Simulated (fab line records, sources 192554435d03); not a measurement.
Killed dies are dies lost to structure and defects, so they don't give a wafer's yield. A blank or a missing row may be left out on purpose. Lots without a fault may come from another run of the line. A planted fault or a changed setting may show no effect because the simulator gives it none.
Split-lot experiment | flow n5_finfet | 7 lots, 39 wafers read, on a route of 1938 steps

THE SPLIT
At N5_DUMMY_GATE_ETCH_31 (etches SiO2 in C4F6/O2, target depth 82.5 nm, time 27.5 s), the setting target_depth_a was moved away from the recipe's 825 angstrom on 15 of the 39 wafers read, by -12.5% to +9.4%. The other wafers ran this setting at the recipe's value.

The reading is taken at the split's own step.

THE READING
SOC_of_DUMMY_GATE_COAT_34.thk_nm (the simulator's own value, which no gauge read), in nm, at N5_DUMMY_GATE_ETCH_31 (etches SiO2 in C4F6/O2, target depth 82.5 nm, time 27.5 s). The file gives no usual value for it. The 24 wafers here that ran the recipe average 51.7 nm, standard deviation 0.22 nm.

wafer  | tool, chamber at the split | target_depth_a as run, angstrom | against the recipe | SOC_of_DUMMY_GATE_COAT_34.thk_nm, nm | against lot-mates on the recipe
L074.1 | rie_diel-03, 0             | 825                             | recipe             | 51.8                                 | -
L074.2 | rie_diel-03, 3             | 825                             | recipe             | 51.6                                 | -
L074.3 | rie_diel-03, 2             | 754.5                           | -8.5%              | 52.4                                 | +0.7
L074.4 | rie_diel-03, 2             | 754.5                           | -8.5%              | 52.4                                 | +0.7
L074.5 | rie_diel-03, 0             | 825                             | recipe             | 51.8                                 | -
L074.6 | rie_diel-03, 3             | 754.5                           | -8.5%              | 52.4                                 | +0.7
L075.1 | rie_diel-03, 3             | 825                             | recipe             | 52.2                                 | -
L075.2 | rie_diel-03, 2             | 866.7                           | +5.1%              | 51.6                                 | -0.5
L075.3 | rie_diel-03, 0             | 825                             | recipe             | 52                                   | -
L075.4 | rie_diel-03, 0             | 866.7                           | +5.1%              | 51.4                                 | -0.7
L075.5 | rie_diel-03, 2             | 825                             | recipe             | 52                                   | -
L075.6 | rie_diel-03, 3             | 866.7                           | +5.1%              | 51.4                                 | -0.7
L078.4 | rie_diel-01, 3             | 825                             | recipe             | 51.8                                 | -
L078.5 | rie_diel-01, 2             | 825                             | recipe             | 51.6                                 | -
L078.6 | rie_diel-01, 3             | 825                             | recipe             | 51.8                                 | -
L086.1 | rie_diel-05, 3             | 825                             | recipe             | 51.4                                 | -
L086.2 | rie_diel-05, 2             | 721.5                           | -12.5%             | 52.6                                 | +0.9
L086.3 | rie_diel-05, 0             | 721.5                           | -12.5%             | 52.6                                 | +0.9
L086.4 | rie_diel-05, 1             | 825                             | recipe             | 52                                   | -
L086.5 | rie_diel-05, 2             | 721.5                           | -12.5%             | 52.6                                 | +0.9
L086.6 | rie_diel-05, 3             | 825                             | recipe             | 51.6                                 | -
L089.1 | rie_diel-05, 0             | 856.8                           | +3.9%              | 51.2                                 | -0.5
L089.2 | rie_diel-05, 1             | 856.8                           | +3.9%              | 51.8                                 | +0.1
L089.3 | rie_diel-05, 2             | 825                             | recipe             | 51.6                                 | -
L089.4 | rie_diel-05, 3             | 856.8                           | +3.9%              | 51.4                                 | -0.3
L089.5 | rie_diel-05, 3             | 825                             | recipe             | 51.8                                 | -
L089.6 | rie_diel-05, 0             | 825                             | recipe             | 51.6                                 | -
L091.1 | rie_diel-05, 0             | 825                             | recipe             | 51.6                                 | -
L091.2 | rie_diel-05, 2             | 902.4                           | +9.4%              | 50.8                                 | -1.0
L091.3 | rie_diel-05, 1             | 825                             | recipe             | 52.2                                 | -
L091.4 | rie_diel-05, 3             | 902.4                           | +9.4%              | 51                                   | -0.8
L091.5 | rie_diel-05, 3             | 825                             | recipe             | 51.6                                 | -
L091.6 | rie_diel-05, 0             | 902.4                           | +9.4%              | 50.8                                 | -1.0
L094.1 | rie_diel-05, 0             | 825                             | recipe             | 51.6                                 | -
L094.2 | rie_diel-05, 1             | 825                             | recipe             | 51.8                                 | -
L094.3 | rie_diel-05, 2             | 825                             | recipe             | 51.6                                 | -
L094.4 | rie_diel-05, 3             | 825                             | recipe             | 51.6                                 | -
L094.5 | rie_diel-05, 2             | 825                             | recipe             | 51.4                                 | -
L094.6 | rie_diel-05, 3             | 825                             | recipe             | 51.4                                 | -

THE FIT
A straight line over all 39 wafers: SOC_of_DUMMY_GATE_COAT_34.thk_nm changes by -0.0755 nm for each +1% of target_depth_a; r = -0.89; the points scatter about the line by 0.21 nm.
The same after taking each lot's own level away (the mean of its wafers on the recipe; 39 wafers): -0.0837 nm for each +1%; r = -0.93; scatter 0.17 nm.
On that fit, the largest move of target_depth_a shifts the reading by 1.1 nm.
The lots' own levels span 51.57 to 52.07 nm, that is 2.3 times the standard deviation above.
So the lot-to-lot level changes the slope little: the two slopes agree.
Check: with one of the wafers moved furthest among these (-12.5%) left out of the fit, the line predicts +1.04 nm for it against its lot-mates. It came out at +0.933 nm against them.

OTHER SPLITS ON THESE WAFERS
These wafers also went through other splits before the reading. Each is held against what the fit with the lots' levels taken away leaves over:
other split on the same wafers | wafers away from the commonest value | r with SOC_of_DUMMY_GATE_COAT_34.thk_nm (lot level and that fit taken away)
N5_FIN_SAQP_HM_DEP_03 time_s   | 18                                   | -0.04
N5_DUMMY_GATE_ETCH_37 source_w | 18                                   | +0.06

THE WHOLE CHAIN: every reading that the file lists as answering this split, in the file's order
step                  | what it does                                              | reading                                                                           | change (the file's fit)                | r (the file's)
N5_DUMMY_GATE_ETCH_31 | etches SiO2 in C4F6/O2, target depth 82.5 nm, time 27.5 s | etch.depth_nm (the simulator's own value, which no gauge read)                    | +0.788 nm for each +1% of the setting  | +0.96
N5_DUMMY_GATE_ETCH_31 | etches SiO2 in C4F6/O2, target depth 82.5 nm, time 27.5 s | SOC_of_DUMMY_GATE_COAT_34.thk_nm (the simulator's own value, which no gauge read) | -0.0835 nm for each +1% of the setting | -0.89

THE FILE'S OWN FIT
SOC_of_DUMMY_GATE_COAT_34.thk_nm changes by -0.0835 nm for each +1% of target_depth_a, r = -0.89.
